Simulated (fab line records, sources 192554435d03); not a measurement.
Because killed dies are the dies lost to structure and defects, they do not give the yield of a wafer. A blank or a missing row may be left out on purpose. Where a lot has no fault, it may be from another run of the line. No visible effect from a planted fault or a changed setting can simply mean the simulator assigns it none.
Split-lot study || flow n5_finfet || 7 lots, 21 wafers read, on a route of 1938 steps

## THE SPLIT ITSELF
At N5_MOL_CONTACT_COAG_COAT_02 (resist thk 30 nm), the setting spin_rpm was moved away from the recipe's 1500 rpm on 6 of the 21 wafers read, by -8.1% to +6.7%. All remaining wafers had this setting at the recipe value.

## FROM THE SPLIT TO THE READING: what the file shows between them, 6 steps
- N5_MOL_CONTACT_COAG_EBR_04
- N5_MOL_CONTACT_COAG_SOFTBAKE_03: time 60 s
- N5_MOL_CONTACT_COAG_EXPOSE_05: exposes mask CA, defocus 0 nm
- N5_MOL_CONTACT_COAG_PEB_06: peb time 60 s
- N5_MOL_CONTACT_COAG_DEVELOP_07: develop time 30 s
- N5_MOL_CONTACT_COAG_DESCUM_13: chemistry O2, time 7 s

## THE READING
CAR-EUV_of_MOL_CONTACT_COAG_COAT_02.thk_nm (the simulator's own value, which no gauge read), in nm, at N5_MOL_CONTACT_COAG_ETCH_59 (etches underlayer in N2/H2, target depth 13 nm, time 10.4 s). No usual value for it is given in the file. Across the 15 wafers here that went through the recipe, the average is 14.6 nm and the standard deviation 0.12 nm.

{"wafer": "L077.1", "tool, chamber at the split": "litho_track-05, 0", "spin_rpm as run, rpm": 1500, "against the recipe": "recipe", "CAR-EUV_of_MOL_CONTACT_COAG_COAT_02.thk_nm, nm": 14.6, "against lot-mates on the recipe": "-"}
{"wafer": "L077.2", "tool, chamber at the split": "litho_track-05, 0", "spin_rpm as run, rpm": 1500, "against the recipe": "recipe", "CAR-EUV_of_MOL_CONTACT_COAG_COAT_02.thk_nm, nm": 14.6, "against lot-mates on the recipe": "-"}
{"wafer": "L077.6", "tool, chamber at the split": "litho_track-05, 0", "spin_rpm as run, rpm": 1587, "against the recipe": "+5.8%", "CAR-EUV_of_MOL_CONTACT_COAG_COAT_02.thk_nm, nm": 13.8, "against lot-mates on the recipe": -0.8}
{"wafer": "L081.1", "tool, chamber at the split": "litho_track-05, 0", "spin_rpm as run, rpm": 1500, "against the recipe": "recipe", "CAR-EUV_of_MOL_CONTACT_COAG_COAT_02.thk_nm, nm": 14.8, "against lot-mates on the recipe": "-"}
{"wafer": "L081.3", "tool, chamber at the split": "litho_track-05, 0", "spin_rpm as run, rpm": 1500, "against the recipe": "recipe", "CAR-EUV_of_MOL_CONTACT_COAG_COAT_02.thk_nm, nm": 14.8, "against lot-mates on the recipe": "-"}
{"wafer": "L081.4", "tool, chamber at the split": "litho_track-05, 0", "spin_rpm as run, rpm": 1500, "against the recipe": "recipe", "CAR-EUV_of_MOL_CONTACT_COAG_COAT_02.thk_nm, nm": 14.6, "against lot-mates on the recipe": "-"}
{"wafer": "L084.1", "tool, chamber at the split": "litho_track-02, 0", "spin_rpm as run, rpm": 1379, "against the recipe": "-8.1%", "CAR-EUV_of_MOL_CONTACT_COAG_COAT_02.thk_nm, nm": 16, "against lot-mates on the recipe": "+1.3"}
{"wafer": "L084.2", "tool, chamber at the split": "litho_track-02, 0", "spin_rpm as run, rpm": 1500, "against the recipe": "recipe", "CAR-EUV_of_MOL_CONTACT_COAG_COAT_02.thk_nm, nm": 14.6, "against lot-mates on the recipe": "-"}
{"wafer": "L084.5", "tool, chamber at the split": "litho_track-02, 0", "spin_rpm as run, rpm": 1500, "against the recipe": "recipe", "CAR-EUV_of_MOL_CONTACT_COAG_COAT_02.thk_nm, nm": 14.8, "against lot-mates on the recipe": "-"}
{"wafer": "L085.1", "tool, chamber at the split": "litho_track-04, 0", "spin_rpm as run, rpm": 1500, "against the recipe": "recipe", "CAR-EUV_of_MOL_CONTACT_COAG_COAT_02.thk_nm, nm": 14.4, "against lot-mates on the recipe": "-"}
{"wafer": "L085.3", "tool, chamber at the split": "litho_track-04, 0", "spin_rpm as run, rpm": 1500, "against the recipe": "recipe", "CAR-EUV_of_MOL_CONTACT_COAG_COAT_02.thk_nm, nm": 14.4, "against lot-mates on the recipe": "-"}
{"wafer": "L085.4", "tool, chamber at the split": "litho_track-04, 0", "spin_rpm as run, rpm": 1500, "against the recipe": "recipe", "CAR-EUV_of_MOL_CONTACT_COAG_COAT_02.thk_nm, nm": 14.6, "against lot-mates on the recipe": "-"}
{"wafer": "L088.2", "tool, chamber at the split": "litho_track-04, 0", "spin_rpm as run, rpm": 1500, "against the recipe": "recipe", "CAR-EUV_of_MOL_CONTACT_COAG_COAT_02.thk_nm, nm": 14.6, "against lot-mates on the recipe": "-"}
{"wafer": "L088.5", "tool, chamber at the split": "litho_track-04, 0", "spin_rpm as run, rpm": 1500, "against the recipe": "recipe", "CAR-EUV_of_MOL_CONTACT_COAG_COAT_02.thk_nm, nm": 14.8, "against lot-mates on the recipe": "-"}
{"wafer": "L088.6", "tool, chamber at the split": "litho_track-04, 0", "spin_rpm as run, rpm": 1601, "against the recipe": "+6.7%", "CAR-EUV_of_MOL_CONTACT_COAG_COAT_02.thk_nm, nm": 13.6, "against lot-mates on the recipe": -1.1}
{"wafer": "L096.1", "tool, chamber at the split": "litho_track-02, 0", "spin_rpm as run, rpm": 1570, "against the recipe": "+4.7%", "CAR-EUV_of_MOL_CONTACT_COAG_COAT_02.thk_nm, nm": 14.2, "against lot-mates on the recipe": "no lot-mate on the recipe"}
{"wafer": "L096.3", "tool, chamber at the split": "litho_track-02, 0", "spin_rpm as run, rpm": 1570, "against the recipe": "+4.7%", "CAR-EUV_of_MOL_CONTACT_COAG_COAT_02.thk_nm, nm": 14, "against lot-mates on the recipe": "no lot-mate on the recipe"}
{"wafer": "L096.4", "tool, chamber at the split": "litho_track-02, 0", "spin_rpm as run, rpm": 1570, "against the recipe": "+4.7%", "CAR-EUV_of_MOL_CONTACT_COAG_COAT_02.thk_nm, nm": 14, "against lot-mates on the recipe": "no lot-mate on the recipe"}
{"wafer": "L097.1", "tool, chamber at the split": "litho_track-05, 0", "spin_rpm as run, rpm": 1500, "against the recipe": "recipe", "CAR-EUV_of_MOL_CONTACT_COAG_COAT_02.thk_nm, nm": 14.6, "against lot-mates on the recipe": "-"}
{"wafer": "L097.3", "tool, chamber at the split": "litho_track-05, 0", "spin_rpm as run, rpm": 1500, "against the recipe": "recipe", "CAR-EUV_of_MOL_CONTACT_COAG_COAT_02.thk_nm, nm": 14.6, "against lot-mates on the recipe": "-"}
{"wafer": "L097.6", "tool, chamber at the split": "litho_track-05, 0", "spin_rpm as run, rpm": 1500, "against the recipe": "recipe", "CAR-EUV_of_MOL_CONTACT_COAG_COAT_02.thk_nm, nm": 14.6, "against lot-mates on the recipe": "-"}

THE FIT
A straight line over all 21 wafers: CAR-EUV_of_MOL_CONTACT_COAG_COAT_02.thk_nm changes by -0.149 nm for each +1% of spin_rpm; r = -0.96; the points scatter about the line by 0.13 nm.
The same after taking each lot's own level away (the mean of its wafers on the recipe; 18 wafers): -0.157 nm for each +1%; r = -0.98; scatter 0.082 nm.
Per that fit: largest spin_rpm move, reading shift of 1.3 nm.
Measured against the standard deviation above, the lots' own levels, which go from 14.47 to 14.73 nm, span 2.2 times it.
Hence the lot-to-lot level has little effect on the slope; both slopes agree.
Check: for one of the wafers moved furthest among these (-8.1%), held out of the fit, the line's prediction against its lot-mates is +1.23 nm. Against them it came out at +1.3 nm.

## THE WHOLE CHAIN: every reading that the file lists as answering this split, in the file's order
{"step": "N5_MOL_CONTACT_COAG_COAT_02", "what it does": "resist thk 30 nm", "reading": "CAR-EUV_of_MOL_CONTACT_COAG_COAT_02.thk_nm (the simulator's own value, which no gauge read)", "change (the file's fit)": "-0.138 nm for each +1% of the setting", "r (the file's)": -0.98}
{"step": "N5_MOL_CONTACT_COAG_DEVELOP_07", "what it does": "develop time 30 s", "reading": "CAR-EUV_of_MOL_CONTACT_COAG_COAT_02.thk_nm (the simulator's own value, which no gauge read)", "change (the file's fit)": "-0.146 nm for each +1% of the setting", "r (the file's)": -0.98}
{"step": "N5_MOL_CONTACT_COAG_ETCH_59", "what it does": "etches underlayer in N2/H2, target depth 13 nm, time 10.4 s", "reading": "CAR-EUV_of_MOL_CONTACT_COAG_COAT_02.thk_nm (the simulator's own value, which no gauge read)", "change (the file's fit)": "-0.156 nm for each +1% of the setting", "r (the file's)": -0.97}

## THE FILE'S OWN FIT
CAR-EUV_of_MOL_CONTACT_COAG_COAT_02.thk_nm changes by -0.156 nm for each +1% of spin_rpm, r = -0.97.
